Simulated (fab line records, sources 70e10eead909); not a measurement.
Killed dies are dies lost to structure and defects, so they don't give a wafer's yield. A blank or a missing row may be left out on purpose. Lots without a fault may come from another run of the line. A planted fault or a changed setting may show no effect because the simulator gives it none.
Chamber matching | flow nand_harc | NHARC_P_M1_ETCH_35 on rie_diel-12: 4 sister chambers
The step etches the open film in N2/H2, target depth 40 nm, overetch 12 nm, time 43.94 s. 16 wafers are shown with their chamber, then 8 later ones without.

WAFERS WITH THEIR CHAMBER
wafer  | chamber | showerhead_plenum_p_Torr (Torr) | rf_vpp_V (V) | oes_product_au (a.u.)
L076.1 | 2       | 2.17                            | 433.3        | 0.981
L076.3 | 3       | 2.00                            | 428.1        | 0.998
L076.4 | 1       | 1.93                            | 427.3        | 0.988
L080.1 | 2       | 2.16                            | 434.1        | 0.999
L080.2 | 3       | 2.00                            | 429.8        | 1.004
L080.4 | 1       | 1.93                            | 427.5        | 0.999
L088.2 | 2       | 2.16                            | 435.1        | 0.991
L088.5 | 0       | 2.07                            | 432.6        | 0.996
L088.6 | 3       | 2.00                            | 429.2        | 1.005
L087.4 | 3       | 2.00                            | 428.6        | 1.012
L087.5 | 3       | 2.00                            | 429.1        | 1.016
L087.6 | 2       | 2.16                            | 435.0        | 1.007
L090.1 | 0       | 2.07                            | 431.7        | 0.999
L090.2 | 3       | 2.00                            | 431.3        | 1.014
L090.5 | 1       | 1.93                            | 428.1        | 1.006
L092.2 | 0       | 2.07                            | 432.2        | 1.011

SIGNATURES (means of the wafers above)
reading                  | chamber 0 | chamber 1 | chamber 2 | chamber 3 | scatter within a chamber
showerhead_plenum_p_Torr | 2.0700    | 1.9300    | 2.1625    | 2.0000    | 0.0025
rf_vpp_V                 | 432.167   | 427.633   | 434.375   | 429.350   | 0.872
oes_product_au           | 1.00200   | 0.99767   | 0.99450   | 1.00817   | 0.00867
Rule: a wafer's distance from a chamber is the root of the sum, over the readings, of the square of ((its reading less the chamber's mean) divided by the reading's scatter). The wafer belongs to the nearest chamber; if the next one is less than 2 further off, it can't be placed. The scatter: the root of (the sum of the squares of (reading less its chamber's mean) over the shown wafers, divided by (wafers less chambers)).

WAFERS WITHOUT THEIR CHAMBER
wafer  | showerhead_plenum_p_Torr (Torr) | rf_vpp_V (V) | oes_product_au (a.u.)
L092.5 | 2.00                            | 426.8        | 1.003
L092.6 | 2.07                            | 430.9        | 0.994
L093.1 | 2.16                            | 434.7        | 0.994
L093.2 | 1.93                            | 427.8        | 1.014
L093.5 | 2.16                            | 434.8        | 0.996
L095.1 | 2.00                            | 429.8        | 1.003
L095.2 | 2.07                            | 431.6        | 1.001
L095.6 | 2.16                            | 435.2        | 0.987

WHICH CHAMBER EACH WENT THROUGH
wafer  | from the rows above | in truth
L092.5 | 3                   | 3
L092.6 | 0                   | 0
L093.1 | 2                   | 2
L093.2 | 1                   | 1
L093.5 | 2                   | 2
L095.1 | 3                   | 3
L095.2 | 0                   | 0
L095.6 | 2                   | 2
Placed correctly: 8 of 8. Can't be placed from these rows: 0. Placed wrongly: 0.
